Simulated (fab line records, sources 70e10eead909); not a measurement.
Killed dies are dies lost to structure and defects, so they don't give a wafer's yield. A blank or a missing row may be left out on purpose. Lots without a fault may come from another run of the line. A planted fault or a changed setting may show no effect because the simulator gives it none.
fab line records | flow nand_harc
record lots=5 wafers=14 last_day=32
route steps=1302 shown A_BLC@1133 A_M0@1137
lots that met no fault: from a run of the same line without faults
start_h: hours from the record's first day to the start of the lot's first wafer shown | wait_h: hours since the lot's step before | " the same as in the row above | L1.1+2: a row that stands for several wafers | - no value, or no start given | * or withheld: withheld | < > ~ a bound
route shown NAME@n: a module of which the file shows steps, and the number in the route of the first | usual: mean/standard deviation of fault-free wafers | same: alike in all rows | chamber/n: place in a boat | sites: the reading at each site | _std_site: their standard deviation | _edge_site: outer sites' mean less inner sites' | radius_mm: how far each site lies from the wafer's centre | mask NAME#n: copy n | behind: the tool/chamber that last shaped the wafer | hold: why the lot was held/for how many hours/how that ended | device: the transistor (n, p or np) that didn't switch | end of line: the same wafers' tests at the end of the route | a step without rows: its recipe alone | killed: dies lost to structure and defects at the first sort, not the wafer's yield | map: a wafer's dies, x killed, . not, _ none there
set.NAME: the setting as run; set.NAME@STEP: as run at that earlier step | model.NAME: the simulator's own value behind a step, which no gauge read
lots at some steps of the route; a table a step, a row a wafer
services: from which hour (start_h, from the record's first day; less than 0 if before it) a tool's chamber was out of use, for how many hours, and why
## steps
# step NHARC_A_BLC_CMP_25
# recipe t_overpolish_s=30 target_thk_nm=150
# usual motor_current_A=12.2/1.1 overpolish_run_s=30.000/0.0097 pad_life_wafers=171/110 time_to_endpoint_s=29.8/2.6
# columns lot.wafer tool chamber start_h wait_h motor_current_A overpolish_run_s pad_life_wafers time_to_endpoint_s
L400.2 cmp-01 0 530.96 0.5 10.8 29.995 200 26.6
L400.3 " 1 " " 11.8 29.991 201 26.8
L400.6 " 2 " " 11.1 29.988 - 26.5
L399.4 cmp-04 1 535.33 0.3 13.0 29.994 84 33.8
L399.2 " 2 " " 12.7 29.996 85 32.6
L399.6 " 2 " " 12.4 30.004 - 35.1
L401.3 cmp-04 1 546.96 0.3 14.0 30.014 156 28.7
L401.4 " 3 " " 11.5 29.990 158 24.3
L401.6 " 1 " " 14.2 30.007 - 28.9
L405.1 cmp-04 1 623.37 0.5 13.6 30.013 49 30.7
L405.3 " 2 " " 12.2 30.016 50 28.0
L405.6 " 1 " " 14.0 30.001 - 30.0
L419.3 cmp-02 1 727.58 0.3 12.0 29.992 0 32.2
L419.5 " 1 " " 11.5 29.983 - 32.8
# step NHARC_A_BLC_SRD_27
# step NHARC_A_BLC_INSPECT_28
# usual raw_defect_count=515/140
# columns lot.wafer tool chamber start_h wait_h raw_defect_count
L400.2 defect_inspect-02 - 531.32 0.1 476
L400.3 " - " " 509
L400.6 " - " " 516
L399.2 defect_inspect-01 - 535.74 0.1 624
L399.4 " - " " 620
L399.6 " - " " 557
L401.3 defect_inspect-01 - 547.36 0.1 655
L401.4 " - " " 834
L401.6 " - " " 628
L405.1 defect_inspect-01 - 623.74 0.1 355
L405.3 " - " " 523
L405.6 " - " " 427
L419.3 defect_inspect-01 - 727.98 0.1 346
L419.5 " - " " 486
# step NHARC_A_M0_DEP_00
# recipe target_thk_a=1500 target_thk_nm=150 temp_c=withheld pressure_torr=5 flow_sccm=200 rf_w=600 material=SiOC
# step NHARC_A_M0_DEHYDRATE_01
# recipe temp_c=150 time_s=120
# step NHARC_A_M0_HMDS_02
# recipe time_s=30
# step NHARC_A_M0_COAT_33
# recipe temp_c=200 time_s=65
# step NHARC_A_M0_COAT_03
# recipe spin_rpm=1500 resist_thk_nm=90
# step NHARC_A_M0_SOFTBAKE_04
# recipe temp_c=105 time_s=55
# step NHARC_A_M0_EBR_05
# step NHARC_A_M0_EXPOSE_06
# recipe na=1.35 target_cd_nm=80 dose_mj=83.25 mask_id=A_M0
# step NHARC_A_M0_PEB_07
# recipe peb_temp_c=100 peb_time_s=65
# columns lot.wafer tool chamber start_h wait_h
L400.2+3+6 litho_track-04 0 532.29 0.1
L399.2+4+6 litho_track-06 0 536.56 0.1
L401.3+4+6 litho_track-01 0 548.18 0.0
L405.1+3+6 litho_track-06 0 624.44 0.1
L419.3+5 litho_track-01 0 728.81 0.0
# step NHARC_A_M0_DEVELOP_08
# recipe develop_time_s=35 dev_temp_c=23
# step NHARC_A_M0_CD_MEAS_09
# recipe target_cd_nm=80 landing_energy_ev=500
# usual cd_nm=79.7/0.65
# columns lot.wafer tool chamber start_h wait_h cd_nm
L400.2 cd_sem-02 0 532.37 - 80.6
L400.3 " 0 " " 79.6
L400.6 " 0 " " 80.0
L399.2 cd_sem-02 0 536.64 - 79.8
L399.4 " 0 " " 79.3
L399.6 " 0 " " 79.3
L401.3 cd_sem-03 0 548.27 - 79.9
L401.4 " 0 " " 80.1
L401.6 " 0 " " 80.4
L405.1 cd_sem-01 0 624.52 - 80.0
L405.3 " 0 " " 80.0
L405.6 " 0 " " 80.4
L419.3 cd_sem-01 0 728.89 - 82.6
L419.5 " 0 " " 79.9
# step NHARC_A_M0_OVL_MEAS_10
# recipe pitch_nm=160
# usual overlay_x_nm=-0.1/0.72 overlay_y_nm=-0.3/0.94
# columns lot.wafer tool chamber start_h wait_h overlay_x_nm overlay_y_nm
L400.2 overlay-02 - 532.46 - -0.3 -0.8
L400.3 " - " " -0.8 -0.8
L400.6 " - " " 0.0 -0.3
L399.2 overlay-01 - 536.73 - -0.5 -1.2
L399.4 " - " " -0.4 -1.1
L399.6 " - " " -0.5 -1.7
L401.3 overlay-02 - 548.35 - -0.2 -0.1
L401.4 " - " " 0.1 0.5
L401.6 " - " " 0.8 0.3
L405.1 overlay-02 - 624.61 - -0.3 -1.4
L405.3 " - " " 0.2 -1.4
L405.6 " - " " -0.1 -0.8
L419.3 overlay-01 - 728.97 - 0.8 0.3
L419.5 " - " " -0.4 0.2
# step NHARC_A_M0_INSPECT_11
# usual raw_defect_count=89/37
# columns lot.wafer tool chamber start_h wait_h raw_defect_count
L400.2 defect_inspect-02 - 532.49 0.0 69
L400.3 " - " " 74
L400.6 " - " " 78
L399.2 defect_inspect-01 - 536.76 0.0 83
L399.4 " - " " 74
L399.6 " - " " 81
L401.3 defect_inspect-02 - 548.39 0.0 142
L401.4 " - " " 174
L401.6 " - " " 158
L405.1 defect_inspect-02 - 624.64 0.0 32
L405.3 " - " " 34
L405.6 " - " " 31
L419.3 defect_inspect-02 - 729.01 0.0 60
L419.5 " - " " 62
# step NHARC_A_M0_DESCUM_14
# recipe time_s=3 o2_flow_sccm=200 ar_flow_sccm=0 bias_power_w=0 chemistry=O2
# usual drypump_motor_current_A=5.9/0.43 oes_product_au=1.000/0.011 rf_vpp_V=57.7/0.89 showerhead_plenum_p_Torr=1.90/0.09 throttle_valve_pct=11.311/0.0091
# same bias_power_w=0
# columns lot.wafer tool chamber start_h wait_h drypump_motor_current_A oes_product_au rf_hours_counter_h rf_vpp_V showerhead_plenum_p_Torr throttle_valve_pct model.A_M0.cd_nm
L400.3 rie_diel-05 0 532.55 0.1 5.6 0.994 4.8 57.8 1.88 11.295 78.98
L400.2 " 3 " " 6.0 1.009 4.5 58.1 1.92 11.310 80.67
L400.6 " 2 " " 5.1 1.000 - 57.7 2.01 11.307 80.55
L399.2 rie_diel-12 2 536.83 0.1 6.5 1.006 4.0 56.9 1.84 11.309 80.02
L399.4 " 3 " " 6.4 1.013 3.8 58.9 1.98 11.314 79.36
L399.6 " 2 " " 6.5 1.012 - 58.3 1.84 11.288 79.48
L401.3 rie_diel-12 3 548.45 0.1 6.4 1.006 5.0 59.0 1.98 11.310 79.96
L401.4 " 0 " " 5.9 1.002 4.8 58.8 2.02 11.319 79.92
L401.6 " 3 " " 6.4 1.011 - 56.9 1.98 11.308 80.55
L405.1 rie_diel-05 1 624.72 0.1 6.0 0.985 1.0 56.6 1.81 11.304 79.55
L405.3 " 2 " " 5.1 0.993 1.4 57.8 2.01 11.310 80.32
L405.6 " 0 " " 5.6 1.012 - 57.5 1.88 11.309 79.75
L419.3 rie_diel-05 1 729.08 0.1 6.0 0.983 6.9 56.6 1.81 11.291 81.96
L419.5 " 3 " " 6.0 0.998 - 58.3 1.92 11.320 79.57
# step NHARC_A_M0_ETCH_34
# recipe target_depth_a=400 overetch_a=120 time_s=43.94 ion_energy_ev=200 n2_flow_sccm=150 h2_flow_sccm=150 ar_flow_sccm=0 rf_w=400 bias_w=150 chemistry=N2/H2
# usual bias_w=150.0/0.48 drypump_motor_current_A=5.9/0.42 oes_product_au=0.999/0.011 rf_vpp_V=429.9/2.9 showerhead_plenum_p_Torr=2.02/0.099 throttle_valve_pct=14.172/0.0085
# columns lot.wafer tool chamber start_h wait_h bias_w drypump_motor_current_A oes_product_au rf_hours_counter_h rf_vpp_V showerhead_plenum_p_Torr throttle_valve_pct
L400.3 rie_diel-05 2 532.66 0.1 150.4 5.2 1.012 4.1 433.4 2.15 14.162
L400.2 " 3 " " 150.0 6.0 1.007 4.5 430.0 2.05 14.170
L400.6 " 2 " " 150.5 5.2 0.994 - 433.6 2.15 14.189
L399.2 rie_diel-12 1 536.92 0.1 149.3 6.1 0.998 4.1 429.2 2.01 14.167
L399.4 " 2 " " 150.9 6.5 1.012 4.0 428.8 1.96 14.168
L399.6 " 1 " " 149.2 6.1 1.008 - 430.1 2.01 14.163
L401.3 rie_diel-12 1 548.54 0.1 150.4 6.0 0.992 4.9 428.7 2.01 14.179
L401.4 " 2 " " 149.5 6.6 1.011 4.7 429.2 1.96 14.178
L401.6 " 3 " " 150.4 6.4 1.011 - 434.6 2.11 14.180
L405.3 rie_diel-05 0 624.80 0.1 150.4 5.6 1.007 1.1 428.4 2.00 14.178
L405.1 " 1 " " 150.7 6.0 0.980 1.0 427.2 1.93 14.181
L405.6 " 0 " " 149.8 5.6 1.009 - 427.6 2.00 14.178
L419.3 rie_diel-05 2 729.19 0.1 149.6 5.1 0.989 6.1 434.6 2.14 14.171
L419.5 " 2 " " 150.6 5.2 0.987 - 432.0 2.14 14.179
# step NHARC_A_M0_ETCH_15
# recipe target_depth_a=1500 overetch_a=150 time_s=82.5 c4f8_flow_sccm=withheld ar_flow_sccm=400 rf_w=600 bias_w=300 chemistry=C4F8/Ar
# usual bias_w=299.9/0.87 oes_product_au=0.946/0.025 rf_vpp_V=440.1/2.9
# columns lot.wafer tool chamber start_h wait_h bias_w oes_product_au rf_hours_counter_h rf_vpp_V model.A_M0.cd_nm
L400.2 rie_diel-05 3 - - 298.9 0.924 4.5 439.5 80.18
L400.3 " 0 " " 301.2 0.935 4.8 439.7 78.35
L400.6 " 3 " " 300.1 0.932 - 440.7 79.98
L399.4 rie_diel-12 2 - - 298.9 0.969 4.0 437.3 79.66
L399.2 " 3 " " 298.9 0.968 3.8 442.5 79.48
L399.6 " 1 " " 299.3 0.978 - 441.2 79.29
L401.4 rie_diel-12 0 - - 300.8 0.953 4.8 444.6 80.05
L401.3 " 1 " " 298.1 0.976 4.9 439.4 79.49
L401.6 " 3 " " 302.1 0.963 - 441.4 81.03
L405.3 rie_diel-05 1 - - 301.3 0.957 1.0 436.8 80.55
L405.1 " 2 " " 299.3 0.963 1.4 444.1 79.23
L405.6 " 0 " " 300.1 0.968 - 439.2 80.09
L419.3 rie_diel-05 3 - - 298.1 0.934 7.3 440.7 81.64
L419.5 " 2 " " 299.6 0.909 - 442.8 79.35
# step NHARC_A_M0_CD_MEAS_16
# usual cd_nm=79.5/0.86
# columns lot.wafer tool chamber start_h wait_h cd_nm
L400.2 cd_sem-03 - 532.90 - 80.0
L400.3 " - " " 78.3
L400.6 " - " " 80.2
L399.2 cd_sem-01 - 537.13 - 79.3
L399.4 " - " " 79.5
L399.6 " - " " 79.1
L401.3 cd_sem-02 - 548.75 - 79.5
L401.4 " - " " 80.4
L401.6 " - " " 81.1
L405.1 cd_sem-01 - 625.00 - 78.9
L405.3 " - " " 80.4
L405.6 " - " " 80.1
L419.3 cd_sem-01 - 729.42 - 81.5
L419.5 " - " " 79.3
## services
# columns tool chamber start_h hours kind
rie_diel-05 0 516.17 3.4 repair
cmp-04 - 518.93 0.5 repair
cmp-04 - 526.21 3.8 repair
rie_diel-05 1 528.97 7.0 repair
litho_track-06 - 529.00 7.0 pm
rie_diel-05 - 540.57 0.5 repair
litho_track-04 - 553.00 7.0 pm
rie_diel-05 - 559.26 0.2 repair
rie_diel-05 - 583.60 9.0 pm
cmp-04 - 589.56 1.7 repair
cmp-04 - 602.02 4.0 pm
rie_diel-05 1 604.13 9.0 repair
rie_diel-12 - 604.73 0.3 repair
rie_diel-12 0 620.36 12.2 repair
rie_diel-12 - 622.42 9.0 pm
cmp-04 - 655.87 0.4 repair
rie_diel-05 2 666.30 16.3 repair
litho_track-01 - 680.00 7.0 pm
cmp-04 - 692.68 3.1 repair
cmp-04 - 700.02 4.0 pm
litho_track-06 - 704.00 7.0 pm
cmp-04 - 706.46 2.6 repair
rie_diel-12 0 721.99 10.6 repair
rie_diel-05 0 725.08 18.4 repair
## key
first_sign step=NHARC_A_M0_CD_MEAS_09 reading=cd_nm direction=up sigmas=4.4 usual=79.7 struck=82.6
effect none on later readings
model_effect step=NHARC_A_M0_DESCUM_14 value=A_M0.cd_nm without=80.22 struck=81.96
model_effect step=NHARC_A_M0_ETCH_15 value=A_M0.cd_nm without=79.89 struck=81.64
met_at NHARC_A_M0_PEB_07
struck_wafers L419.3
sort_left_out L419.3
onset_between 548.18 728.81
fault kind=process_parameter_drift tool=litho_track-01 chamber=- onset_h=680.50 steps=NHARC_A_M0_PEB_07 channel=peb_time_s offset=* shape=step end_h=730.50 scope=struck_wafers_only acts_in=* stated=*
# sort_left_out: the simulated sort isn't trusted on such a fault, so these wafers' sort isn't shown, and their yield isn't known
